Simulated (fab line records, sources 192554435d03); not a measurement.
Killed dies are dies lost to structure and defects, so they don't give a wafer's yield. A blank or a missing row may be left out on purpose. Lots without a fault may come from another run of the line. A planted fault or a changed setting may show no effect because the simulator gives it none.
A struck lot beside a sound one | flow n5_finfet | 16 steps out of a route of 1938
Sound: wafers L295.2, L295.4, L295.5. Struck: wafer L313.6. (L313.3, L313.5 of the same lot were not struck and are left out.) The cause comes at the end.
At each step with rows: each side's tool, then ch and its chambers, then its first start. Under that, the readings that differ: sound wafers | struck wafers | difference of the means | sigmas: that difference in standard deviations of wafers without a fault.
alike: readings whose means differ by less than 2 such deviations, and words and numbers that are the same on both sides. not compared: withheld readings, readings that some wafer has no value for, bounds like >300 that may hide the same value, and numbers for which the record gives no deviation and whose values overlap.
The two part at a step that has a row with sigmas, a row that says differs or no value, or rows on one side only. Numbers that don't overlap but have no deviation are shown without sigmas and don't part them. A reading that every wafer of one side lacks parts them only if that side has two wafers or more.

first, 4 steps without rows for these wafers: N5_MOL_CONTACT_COAG_SOFTBAKE_35 (time 60 s); N5_MOL_CONTACT_COAG_EXPOSE_37 (exposes mask VD, defocus 0 nm); N5_MOL_CONTACT_COAG_PEB_38 (peb time 60 s); N5_MOL_CONTACT_COAG_DEVELOP_39 (develop time 30 s).
N5_MOL_CONTACT_COAG_CD_MEAS_40: target cd 25.1 nm.
  sound on cd_sem-01 ch 0, day 5 06:39; struck on cd_sem-02 ch 0, day 9 19:05
  alike: cd_nm
N5_MOL_CONTACT_COAG_OVL_MEAS_41:
  sound on overlay-01 ch 0, day 5 06:41; struck on overlay-01 ch 0, day 9 19:08
  alike: VD_OVL
N5_MOL_CONTACT_COAG_INSPECT_42: inspects for defects (brightfield).
  sound on defect_inspect-01, day 5 06:44; struck on defect_inspect-01, day 9 19:10
  alike: raw_defect_count
N5_MOL_CONTACT_COAG_DESCUM_45: chemistry O2, time 7 s.
  sound on rie_diel-06 ch 0,1,2, day 5 07:04; struck on rie_diel-05 ch 2, day 9 19:13
  alike: drypump_motor_current_A, oes_product_au, rf_vpp_V, showerhead_plenum_p_Torr, throttle_valve_pct
  not compared: rf_hours_counter_h
N5_MOL_CONTACT_COAG_ETCH_65: etches underlayer in N2/H2, target depth 13 nm, time 10.4 s.
  sound on rie_diel-06 ch 0,1,2, day 5 07:06; struck on rie_diel-05 ch 2, day 9 19:15
  alike: drypump_motor_current_A, etch_rf_on_time_s, h2_flow_sccm, oes_product_au, rf_vpp_V, showerhead_plenum_p_Torr, throttle_valve_pct
  not compared: rf_hours_counter_h
N5_MOL_CONTACT_COAG_ETCH_66: etches SiARC in CF4, target depth 13 nm, time 21.7 s.
  sound on rie_diel-06 ch 0,1,2, day 5 07:07; struck on rie_diel-05 ch 2, day 9 19:16
  reading              | sound          | struck | difference | sigmas
  cf4_flow_sccm (sccm) | 99.8 97.3 99.9 | 100.3  | +1.3       | +4
  alike: drypump_motor_current_A, etch_rf_on_time_s, oes_product_au, rf_vpp_V, showerhead_plenum_p_Torr, throttle_valve_pct
  not compared: rf_hours_counter_h
N5_MOL_CONTACT_COAG_ALD_133: deposits SiO2, target thk 5 nm, pulse time 1 s, co reactant pulse time 1 s.
  sound on ald_sin-01 ch 0,1,2, day 5 07:12; struck on ald_sin-01 ch 0, day 9 19:21
  reading                      | sound             | struck | difference | sigmas
  chamber_pressure_Torr (Torr) | 1.999 2.001 1.998 | 2.012  | +0.013     | +3
  alike: heater_power_w, precursor_pulse_height_rel, susceptor_temp_C
N5_MOL_CONTACT_COAG_ETCHBACK_134: etches SiO2 in CHF3, target depth 10 nm, time 6.7 s.
  sound on rie_diel-03 ch 2,3, day 5 07:29; struck on rie_diel-05 ch 2, day 9 19:32
  reading                         | sound          | struck | difference | sigmas
  showerhead_plenum_p_Torr (Torr) | 2.29 2.34 2.29 | 2.47   | +0.16      | +2
  alike: drypump_motor_current_A, oes_product_au, rf_vpp_V, throttle_valve_pct
  not compared: rf_hours_counter_h
N5_MOL_CONTACT_COAG_ETCH_67: etches SOC in N2/H2, target depth 60 nm, overetch 21 nm, time 101.2 s.
  sound on rie_diel-03 ch 2,3, day 5 07:32; struck on rie_diel-05 ch 2, day 9 19:34
  reading                                             | sound             | struck | difference | sigmas
  rf_vpp_V (V)                                        | 521.7 522.9 522.0 | 527.0  | +4.8       | +2
  showerhead_plenum_p_Torr (Torr)                     | 2.46 2.50 2.46    | 2.62   | +0.15      | +2
  model.SiARC_of_MOL_CONTACT_COAG_COAT_63.thk_nm (nm) | 5.6 5.8 5.6       | 3.6    | -2.1       |
  alike: drypump_motor_current_A, h2_flow_sccm, oes_product_au, throttle_valve_pct
  not compared: rf_hours_counter_h
then, 1 step without rows for these wafers: N5_MOL_CONTACT_COAG_STRIP_68 (strips in N2/H2).
-- the record jumps here: 2 days lie between the struck wafers' starts before and after (it left off in module MOL_CONTACT_COAG and takes up again in module BEOL_M4, whose first step shown is number 1111 of the route) --
N5_BEOL_M4_RC_MEAS_101:
  sound on prober-02 ch 0, day 7 15:19; struck on prober-01 ch 0, day 12 03:37
  alike: DIBL_N, DIBL_P, IOFF_N, IOFF_P, ION_N, ION_P, SS_N, SS_P, VT_N, VT_P
then, 1 step without rows for these wafers: N5_PASSIVATION_PROBE_49.

WHERE THEY PART
First at N5_MOL_CONTACT_COAG_ETCH_66; last, within this record, at N5_MOL_CONTACT_COAG_ETCH_67. Later steps at which nothing parts them and some readings are alike: N5_BEOL_M4_RC_MEAS_101.

WHY: what the simulator had put in
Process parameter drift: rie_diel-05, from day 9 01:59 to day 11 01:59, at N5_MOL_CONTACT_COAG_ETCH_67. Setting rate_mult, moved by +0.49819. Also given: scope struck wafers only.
